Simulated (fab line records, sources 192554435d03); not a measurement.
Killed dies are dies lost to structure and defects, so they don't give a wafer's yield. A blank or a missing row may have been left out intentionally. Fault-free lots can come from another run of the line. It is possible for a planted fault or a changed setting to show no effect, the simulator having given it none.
Matching of chambers :: flow n5-finfet :: N5_PASSIVATION_VIA_ETCH_13 on rie-diel-01: 4 sister chambers
The step etches SiO2 in CHF3/O2, target depth 660 nm, time 330 s. 14 wafers are shown with their chamber, then 7 later ones without.

## WAFERS PAIRED WITH THEIR CHAMBERS
wafer: L076.1
chamber: 0
throttle-valve-pct (%): 19.00
showerhead-plenum-p-Torr (Torr): 2.30
rf-vpp-V (V): 504

wafer: L076.2
chamber: 3
throttle-valve-pct (%): 19.20
showerhead-plenum-p-Torr (Torr): 2.45
rf-vpp-V (V): 519

wafer: L076.4
chamber: 2
throttle-valve-pct (%): 19.06
showerhead-plenum-p-Torr (Torr): 2.48
rf-vpp-V (V): 533

wafer: L078.2
chamber: 0
throttle-valve-pct (%): 19.00
showerhead-plenum-p-Torr (Torr): 2.30
rf-vpp-V (V): 504

wafer: L078.3
chamber: 2
throttle-valve-pct (%): 19.07
showerhead-plenum-p-Torr (Torr): 2.48
rf-vpp-V (V): 535

wafer: L078.6
chamber: 3
throttle-valve-pct (%): 19.21
showerhead-plenum-p-Torr (Torr): 2.44
rf-vpp-V (V): 518

wafer: L083.2
chamber: 0
throttle-valve-pct (%): 19.04
showerhead-plenum-p-Torr (Torr): 2.30
rf-vpp-V (V): 503

wafer: L083.4
chamber: 3
throttle-valve-pct (%): 19.21
showerhead-plenum-p-Torr (Torr): 2.44
rf-vpp-V (V): 519

wafer: L083.6
chamber: 0
throttle-valve-pct (%): 19.00
showerhead-plenum-p-Torr (Torr): 2.30
rf-vpp-V (V): 504

wafer: L089.1
chamber: 2
throttle-valve-pct (%): 19.10
showerhead-plenum-p-Torr (Torr): 2.47
rf-vpp-V (V): 533

wafer: L089.3
chamber: 0
throttle-valve-pct (%): 19.04
showerhead-plenum-p-Torr (Torr): 2.29
rf-vpp-V (V): 505

wafer: L089.4
chamber: 1
throttle-valve-pct (%): 18.43
showerhead-plenum-p-Torr (Torr): 2.45
rf-vpp-V (V): 522

wafer: L088.1
chamber: 2
throttle-valve-pct (%): 19.11
showerhead-plenum-p-Torr (Torr): 2.47
rf-vpp-V (V): 535

wafer: L088.4
chamber: 0
throttle-valve-pct (%): 19.05
showerhead-plenum-p-Torr (Torr): 2.29
rf-vpp-V (V): 506

SIGNATURES (means of the wafers above)
reading: throttle-valve-pct
chamber 0: 19.0217
chamber 1: 18.4300
chamber 2: 19.0850
chamber 3: 19.2067
scatter within a chamber: 0.0216

reading: showerhead-plenum-p-Torr
chamber 0: 2.2967
chamber 1: 2.4500
chamber 2: 2.4750
chamber 3: 2.4433
scatter within a chamber: 0.00548

reading: rf-vpp-V
chamber 0: 504.33
chamber 1: 522.00
chamber 2: 534.00
chamber 3: 518.67
scatter within a chamber: 1
Rule: for a wafer and a chamber, the distance is found by dividing, reading by reading, the gap between the wafer's reading and the chamber's mean by the reading's scatter, squaring, summing and taking the root. If the next closest chamber is less than 2 further off than the closest, the wafer can't be placed; otherwise it belongs to the closest. The scatter: the root of (the sum of the squares of (reading less its chamber's mean) over the shown wafers, divided by (wafers less chambers)).

## WAFERS WITHOUT THEIR CHAMBER
wafer: L088.5
throttle-valve-pct (%): 18.43
showerhead-plenum-p-Torr (Torr): 2.45
rf-vpp-V (V): 521

wafer: L094.1
throttle-valve-pct (%): 19.05
showerhead-plenum-p-Torr (Torr): 2.29
rf-vpp-V (V): 503

wafer: L094.2
throttle-valve-pct (%): 19.14
showerhead-plenum-p-Torr (Torr): 2.47
rf-vpp-V (V): 534

wafer: L094.6
throttle-valve-pct (%): 19.05
showerhead-plenum-p-Torr (Torr): 2.29
rf-vpp-V (V): 504

wafer: L096.1
throttle-valve-pct (%): 19.16
showerhead-plenum-p-Torr (Torr): 2.47
rf-vpp-V (V): 534

wafer: L096.4
throttle-valve-pct (%): 19.15
showerhead-plenum-p-Torr (Torr): 2.47
rf-vpp-V (V): 533

wafer: L096.6
throttle-valve-pct (%): 19.08
showerhead-plenum-p-Torr (Torr): 2.29
rf-vpp-V (V): 503

## EACH ONE'S CHAMBER
wafer: L088.5
from the rows above: 1
in truth: 1

wafer: L094.1
from the rows above: 0
in truth: 0

wafer: L094.2
from the rows above: 2
in truth: 2

wafer: L094.6
from the rows above: 0
in truth: 0

wafer: L096.1
from the rows above: 2
in truth: 2

wafer: L096.4
from the rows above: 2
in truth: 2

wafer: L096.6
from the rows above: 0
in truth: 0
Placed correctly: 7 of 7. Not placeable from these rows: 0. Wrongly placed: 0.
